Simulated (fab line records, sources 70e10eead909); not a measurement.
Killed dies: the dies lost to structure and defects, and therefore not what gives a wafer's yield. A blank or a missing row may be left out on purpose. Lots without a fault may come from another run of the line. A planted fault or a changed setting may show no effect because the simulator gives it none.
Struck lot and sound lot, side by side ; flow nand harc ; 15 out of 1159 route steps
Sound: wafers L509.3, L509.4, L509.6. The struck wafers were L514.1, L514.2, L514.6. The cause comes at the end.
For every step that has rows: the tool of each side, followed by ch and its chambers, followed by its first start. Under that, the readings that differ: sound wafers ; struck wafers ; difference of the means ; sigmas: that difference in standard deviations of wafers without a fault.
alike: a reading whose means differ by less than 2 such deviations, as well as words and numbers matching on both sides. not compared: withheld readings; readings where some wafer has no value; bounds like >300 that might hide an equal value; numbers whose values overlap and for which the record gives no deviation.
A row with sigmas, a row that says differs or no value, or rows on one side alone: a step with any of these is where the two part. Non-overlapping numbers with no deviation appear without sigmas and do not part them. A reading that every wafer of one side lacks parts them only if that side has two wafers or more.

first, 3 steps without rows for these wafers: NHARC_P_GATE_EXPOSE_08 (exposes mask P HV); NHARC_P_GATE_PEB_09 (peb time 85 s); NHARC_P_GATE_DEVELOP_10 (time 70 s).
NHARC_P_GATE_CD_MEAS_11: target cd 1640 nm.
  sound on cd sem-03 ch 0, day 4 05:41; struck on cd sem-01 ch 0, day 5 10:59
  alike: cd nm
then, 1 step without rows for these wafers: NHARC_P_GATE_HARDBAKE_12 (time 80 s).
NHARC_P_GATE_DESCUM_13: chemistry O2, time 3 s.
  sound on rie diel-08 ch 2,3, day 4 05:52; struck on rie diel-10 ch 1,2,3, day 5 11:08
  alike: drypump motor current A, oes product au, rf vpp V, showerhead plenum p Torr, throttle valve pct
  not compared: rf hours counter h
then, 6 steps without rows for these wafers: NHARC_P_GATE_ETCH_14 (etches SiO2 in dHF, target depth 48.8 nm); NHARC_P_GATE_STRIP_15 (strips in SPM, time 780 s); NHARC_P_GATE_PRECLEAN_71 (cleans in SC1); NHARC_P_GATE_SRD_72; NHARC_P_GATE_OXIDE_16 (material SiO2, target thk 3 nm, ox time 392 s); NHARC_P_GATE_CVD_17 (deposits poly-Si, target thk 150 nm, time 900 s).
NHARC_P_GATE_HM_DEP_102: deposits aC, target thk 120 nm.
  sound on acl dep-02 ch 0, day 4 19:10; struck on acl dep-02 ch 0, day 6 01:59
  alike: susceptor temp C, throttle valve pct
NHARC_P_GATE_DEP_103: deposits SiON, target thk 30 nm.
  sound on pecvd-01 ch 0,1, day 4 19:41; struck on pecvd-04 ch 0,1,2, day 6 02:41
  alike: heater power w, susceptor temp C
NHARC_END_SORT_01:
  the record has rows for the sound wafers here (prober-01 ch 0, day 20 12:26) and none for the struck ones

== WHERE THEY PART ==
NHARC_END_SORT_01 only, going by this record.

WHY: what had been put in by the simulator
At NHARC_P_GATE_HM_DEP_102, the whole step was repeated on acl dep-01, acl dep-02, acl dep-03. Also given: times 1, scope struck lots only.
